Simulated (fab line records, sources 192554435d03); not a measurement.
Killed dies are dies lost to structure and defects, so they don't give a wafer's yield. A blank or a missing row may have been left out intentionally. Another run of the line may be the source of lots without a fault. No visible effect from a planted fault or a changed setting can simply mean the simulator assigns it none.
Split-lot experiment + flow n5_finfet + 39 wafers read across 7 lots, on a route 1938 steps long

## ABOUT THE SPLIT
At N5_MOL_CONTACT_COAG_IMPLANT_129, the setting energy_kev was moved away from the recipe's 3 on 12 of the 39 wafers read, by -25.5% to +14.3%. This setting was run at the recipe's value on the other wafers.

Reading taken at the split's own step.

## THE READING
The simulator's own value implant.drp_nm, read by no gauge, in nm at N5_MOL_CONTACT_COAG_IMPLANT_129. The file does not state a usual value for it.

| wafer  | tool, chamber at the split | energy_kev as run | against the recipe | implant.drp_nm, nm | against lot-mates on the recipe |
|--------|----------------------------|-------------------|--------------------|--------------------|---------------------------------|
| L081.1 | implanter-02, 0            | 2.236             | -25.5%             | 1.78               | -0.354                          |
| L081.2 | implanter-02, 0            | 2.236             | -25.5%             | 1.78               | -0.354                          |
| L081.6 | implanter-02, 0            | 2.236             | -25.5%             | 1.78               | -0.354                          |
| L081.3 | implanter-02, 0            | 3                 | recipe             | 2.134              | -                               |
| L081.4 | implanter-02, 0            | 3                 | recipe             | 2.134              | -                               |
| L081.5 | implanter-02, 0            | 3                 | recipe             | 2.134              | -                               |
| L085.1 | implanter-01, 0            | 3                 | recipe             | 2.134              | -                               |
| L085.2 | implanter-01, 0            | 3                 | recipe             | 2.134              | -                               |
| L085.5 | implanter-01, 0            | 3                 | recipe             | 2.134              | -                               |
| L086.1 | implanter-02, 0            | 2.453             | -18.2%             | 1.884              | -0.250                          |
| L086.4 | implanter-02, 0            | 2.453             | -18.2%             | 1.884              | -0.250                          |
| L086.6 | implanter-02, 0            | 2.453             | -18.2%             | 1.884              | -0.250                          |
| L086.2 | implanter-02, 0            | 3                 | recipe             | 2.134              | -                               |
| L086.3 | implanter-02, 0            | 3                 | recipe             | 2.134              | -                               |
| L086.5 | implanter-02, 0            | 3                 | recipe             | 2.134              | -                               |
| L087.1 | implanter-01, 0            | 3.429             | +14.3%             | 2.318              | +0.184                          |
| L087.4 | implanter-01, 0            | 3.429             | +14.3%             | 2.318              | +0.184                          |
| L087.6 | implanter-01, 0            | 3.429             | +14.3%             | 2.318              | +0.184                          |
| L087.2 | implanter-01, 0            | 3                 | recipe             | 2.134              | -                               |
| L087.3 | implanter-01, 0            | 3                 | recipe             | 2.134              | -                               |
| L087.5 | implanter-01, 0            | 3                 | recipe             | 2.134              | -                               |
| L089.1 | implanter-01, 0            | 3                 | recipe             | 2.134              | -                               |
| L089.2 | implanter-01, 0            | 3                 | recipe             | 2.134              | -                               |
| L089.3 | implanter-01, 0            | 3                 | recipe             | 2.134              | -                               |
| L089.4 | implanter-01, 0            | 3                 | recipe             | 2.134              | -                               |
| L089.5 | implanter-01, 0            | 3                 | recipe             | 2.134              | -                               |
| L089.6 | implanter-01, 0            | 3                 | recipe             | 2.134              | -                               |
| L095.1 | implanter-01, 0            | 3                 | recipe             | 2.134              | -                               |
| L095.2 | implanter-01, 0            | 3                 | recipe             | 2.134              | -                               |
| L095.3 | implanter-01, 0            | 3                 | recipe             | 2.134              | -                               |
| L095.4 | implanter-01, 0            | 3                 | recipe             | 2.134              | -                               |
| L095.5 | implanter-01, 0            | 3                 | recipe             | 2.134              | -                               |
| L095.6 | implanter-01, 0            | 3                 | recipe             | 2.134              | -                               |
| L096.1 | implanter-02, 0            | 3.397             | +13.2%             | 2.305              | +0.171                          |
| L096.2 | implanter-02, 0            | 3.397             | +13.2%             | 2.305              | +0.171                          |
| L096.3 | implanter-02, 0            | 3.397             | +13.2%             | 2.305              | +0.171                          |
| L096.4 | implanter-02, 0            | 3                 | recipe             | 2.134              | -                               |
| L096.5 | implanter-02, 0            | 3                 | recipe             | 2.134              | -                               |
| L096.6 | implanter-02, 0            | 3                 | recipe             | 2.134              | -                               |

THE FIT
A straight line over all 39 wafers: implant.drp_nm changes by +0.0135 nm for each +1% of energy_kev; r = +1.00; the points scatter about the line by 0.0039 nm.
The same after taking each lot's own level away (the mean of its wafers on the recipe; 39 wafers): +0.0135 nm for each +1%; r = +1.00; scatter 0.0039 nm.
Per that fit: largest energy_kev move, reading shift of 0.34 nm.
The lots' own levels span 2.1340 to 2.1340 nm.
So the lot-to-lot level changes the slope little: the two slopes agree.
Check: -0.346 nm against its lot-mates is what the line predicts for one of the wafers moved furthest among these (-25.5%) when that wafer is left out of the fit. It came out at -0.354 nm against them.

## THE OTHER SPLITS THESE WAFERS WENT THROUGH
Note: prior to the reading, these wafers also went through further splits. Each is held against what the fit with the lots' levels taken away leaves over:
| other split on the same wafers        | wafers away from the commonest value | r with implant.drp_nm (lot level and that fit taken away) |
|---------------------------------------|--------------------------------------|-----------------------------------------------------------|
| N5_SD_EPI_P_EPI_21 epi_growth_time_s  | 12                                   | -0.01                                                     |
| N5_MOL_CONTACT_COAG_ETCH_106 source_w | 18                                   | +0.10                                                     |

## THE WHOLE CHAIN: every reading that the file lists as answering this split, in the file's order
| step                            | what it does | reading                                                         | change (the file's fit)                | r (the file's) |
|---------------------------------|--------------|-----------------------------------------------------------------|----------------------------------------|----------------|
| N5_MOL_CONTACT_COAG_IMPLANT_129 |              | implant.rp_nm (the simulator's own value, which no gauge read)  | +0.0355 nm for each +1% of the setting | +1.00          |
| N5_MOL_CONTACT_COAG_IMPLANT_129 |              | implant.drp_nm (the simulator's own value, which no gauge read) | +0.0136 nm for each +1% of the setting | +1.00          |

## THE FILE'S OWN FIT
implant.drp_nm changes by +0.0136 nm for each +1% of energy_kev, r = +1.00.
